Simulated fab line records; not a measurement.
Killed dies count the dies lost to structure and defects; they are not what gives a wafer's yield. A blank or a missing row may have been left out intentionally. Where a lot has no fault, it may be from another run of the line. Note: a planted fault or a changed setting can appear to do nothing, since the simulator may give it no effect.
Matching of chambers    flow n5_finfet    N5_BEOL_M5_CURE_80 on uv_cure-03: 3 sister chambers
The step cures SiCOH lowk, time 120 s. 6 wafers are shown with their chamber, then 7 later ones without.

WAFERS PAIRED WITH THEIR CHAMBERS
wafer   chamber  wafer_temp_C_max  lamp_power_pct (%)
L083.4  2        371.3             52.38
L083.5  2        371.8             52.28
L090.3  0        370.9             52.31
L090.5  0        371.0             52.26
L092.2  1        371.2             52.27
L092.4  1        370.7             52.34

WAFERS WITH NO CHAMBER GIVEN
wafer   wafer_temp_C_max  lamp_power_pct (%)
L092.5  371.3             52.35
L093.3  371.7             52.31
L093.5  371.8             52.27
L093.6  371.5             52.34
L094.2  371.7             52.31
L094.3  371.4             52.39
L094.5  371.7             52.31

EACH ONE'S CHAMBER
wafer   from the rows above           in truth
L092.5  can't be placed: 2 or 1 or 0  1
L093.3  can't be placed: 2 or 1 or 0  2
L093.5  can't be placed: 2 or 0 or 1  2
L093.6  can't be placed: 2 or 1 or 0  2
L094.2  can't be placed: 2 or 1 or 0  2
L094.3  can't be placed: 2 or 1 or 0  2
L094.5  can't be placed: 2 or 1 or 0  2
0 of 7 placed correctly. From these rows, 7 cannot be placed; in 7 the true chamber is one of the candidates. Number placed wrongly: 0.
How it was worked out, from the rows above alone: a wafer's distance from a chamber is the root of the sum, over the readings, of the square of ((its reading less the chamber's mean) divided by the reading's scatter). If the next closest chamber is less than 2 further off than the closest, the wafer can't be placed; otherwise it belongs to the closest. A chamber's mean is the mean of its shown wafers. The scatter: take each reading less its chamber's mean, square it, sum over the shown wafers, divide by the number of wafers less the number of chambers, and take the root.
